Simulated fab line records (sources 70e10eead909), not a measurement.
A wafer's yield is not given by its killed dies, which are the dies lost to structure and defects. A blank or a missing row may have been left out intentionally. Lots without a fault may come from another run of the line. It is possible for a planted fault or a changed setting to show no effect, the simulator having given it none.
What tool caused it? :: flow nandHarc :: 6 lots with 17 wafers sampled at 4 steps, on a route of 1159 steps

WHAT THE GAUGES READ, wafer by wafer
NHARC_A_SGD_CUT_INSPECT_25.
lot: L122
measured: day 14 12:44
on: defectInspect-01
rawDefectCount: 296 304 268

lot: L125
measured: day 14 19:42
on: defectInspect-01
rawDefectCount: 323 501 432

lot: L133
measured: day 17 03:26
on: defectInspect-01
rawDefectCount: 312 397 404

lot: L135
measured: day 18 09:15
on: defectInspect-02
rawDefectCount: 275 232

lot: L141
measured: day 19 22:15
on: defectInspect-02
rawDefectCount: 313 356 374

lot: L142
measured: day 19 22:25
on: defectInspect-01
rawDefectCount: 357 273 281

EACH LOT AND THE TOOL THAT RAN IT (in order: tool; ch and the chambers of the sampled wafers; start)
lot: L122
NHARC_A_STAIRCASE_STRIP_475: rieDiel-09 ch 1,3, day 14 12:01 or earlier
NHARC_A_SGD_CUT_STRIP_17: rieDiel-13 ch 0,2, day 14 12:01 or earlier
NHARC_A_SGD_CUT_CMP_21: cmp-02 ch 0,3, day 14 12:01

lot: L125
NHARC_A_STAIRCASE_STRIP_475: rieDiel-10 ch 0,3, day 14 19:02 or earlier
NHARC_A_SGD_CUT_STRIP_17: rieDiel-13 ch 2,3, day 14 19:02 or earlier
NHARC_A_SGD_CUT_CMP_21: cmp-02 ch 0,1,3, day 14 19:02

lot: L133
NHARC_A_STAIRCASE_STRIP_475: rieDiel-07 ch 0,1,3, day 17 02:44 or earlier
NHARC_A_SGD_CUT_STRIP_17: rieDiel-02 ch 0,1,2, day 17 02:44 or earlier
NHARC_A_SGD_CUT_CMP_21: cmp-03 ch 0,2,3, day 17 02:44

lot: L135
NHARC_A_STAIRCASE_STRIP_475: rieDiel-10 ch 0,2, day 18 08:34 or earlier
NHARC_A_SGD_CUT_STRIP_17: rieDiel-13 ch 1,3, day 18 08:34 or earlier
NHARC_A_SGD_CUT_CMP_21: cmp-03 ch 1,3, day 18 08:34

lot: L141
NHARC_A_STAIRCASE_STRIP_475: rieDiel-07 ch 1,2,3, day 19 21:32 or earlier
NHARC_A_SGD_CUT_STRIP_17: rieDiel-05 ch 0,1,2, day 19 21:32 or earlier
NHARC_A_SGD_CUT_CMP_21: cmp-04 ch 1,2,3, day 19 21:32

lot: L142
NHARC_A_STAIRCASE_STRIP_475: rieDiel-09 ch 2,3, day 19 14:19
NHARC_A_SGD_CUT_STRIP_17: rieDiel-02 ch 0,1,2, day 19 21:41 or earlier
NHARC_A_SGD_CUT_CMP_21: cmp-04 ch 1,2,3, day 19 21:41
- NHARC_A_STAIRCASE_STRIP_475: strips in O2, time 20 s.
- NHARC_A_SGD_CUT_STRIP_17: strips in O2.
- NHARC_A_SGD_CUT_CMP_21: polishes, target thk 148.19 nm.

THE ANSWER, worked out from the rows above alone
Rule: the lots themselves supply what counts as usual. Put in order of their means at a reading, lots are off if they are a third of the lots or fewer, leave a main group of 4 or more, and stand apart from it by a gap of 3 or more times the standard deviation of the main group's means; of several such gaps the widest counts. If all means in a main group match to the digits the tables above print for the reading, that group is not used. A lot without any number at a reading at which 4 lots or more have one is off too. The other lots that the step has rows for count as sound.
No lot is off at any reading shown: from this, nothing can be told.

WHAT HAD BEEN PUT IN BY THE SIMULATOR
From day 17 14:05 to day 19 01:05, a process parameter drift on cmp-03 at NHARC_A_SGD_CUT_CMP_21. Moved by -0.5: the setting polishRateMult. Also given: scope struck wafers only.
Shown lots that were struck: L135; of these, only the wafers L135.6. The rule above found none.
